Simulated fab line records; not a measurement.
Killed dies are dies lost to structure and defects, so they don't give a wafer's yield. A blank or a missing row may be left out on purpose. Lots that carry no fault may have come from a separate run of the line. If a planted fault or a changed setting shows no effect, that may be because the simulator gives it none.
Matching of chambers || flow nandHarc || 4 sister chambers for NHARC_A_WL_FILL_ALD_10 on aldHk-02
The step deposits SiO2, target thk 50 nm, pulse time 10 s, ald cycles 500. 4 wafers are shown with their chamber, then 7 later ones without.

== WAFERS WITH THEIR CHAMBER ==
{"wafer": "L083.1", "chamber": 2, "heaterPowerW (W)": 403}
{"wafer": "L087.4", "chamber": 0, "heaterPowerW (W)": 461}
{"wafer": "L091.3", "chamber": 1, "heaterPowerW (W)": 465}
{"wafer": "L091.2", "chamber": 3, "heaterPowerW (W)": 484}

== WAFERS WITHOUT THEIR CHAMBER ==
{"wafer": "L091.4", "heaterPowerW (W)": 475}
{"wafer": "L096.2", "heaterPowerW (W)": 466}
{"wafer": "L096.1", "heaterPowerW (W)": 482}
{"wafer": "L096.5", "heaterPowerW (W)": 468}
{"wafer": "L094.1", "heaterPowerW (W)": 397}
{"wafer": "L094.3", "heaterPowerW (W)": 471}
{"wafer": "L094.6", "heaterPowerW (W)": 417}

== CHAMBER TAKEN BY EACH ==
{"wafer": "L091.4", "from the rows above": "can't be placed: 3 or 1 or 0", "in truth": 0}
{"wafer": "L096.2", "from the rows above": "can't be placed: 1 or 0", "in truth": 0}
{"wafer": "L096.1", "from the rows above": 3, "in truth": 3}
{"wafer": "L096.5", "from the rows above": "can't be placed: 1 or 0 or 3", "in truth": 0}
{"wafer": "L094.1", "from the rows above": 2, "in truth": 2}
{"wafer": "L094.3", "from the rows above": "can't be placed: 1 or 0 or 3", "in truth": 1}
{"wafer": "L094.6", "from the rows above": 2, "in truth": 2}
Correct placement for 3 of the 7. Cannot be placed on the basis of these rows: 4; the candidates contain the true chamber in 4. Wrongly placed: 0.
How it was worked out, from the rows above alone: a wafer's distance from a chamber is the root of the sum, over the readings, of the square of ((its reading less the chamber's mean) divided by the reading's scatter). If the next closest chamber is less than 2 further off than the closest, the wafer can't be placed; otherwise it belongs to the closest. The mean given for a chamber averages the wafers shown for that chamber. The scatter (one wafer shown for each chamber): square how far every hidden wafer sits from the nearest shown wafer, average those squares and take the square root.
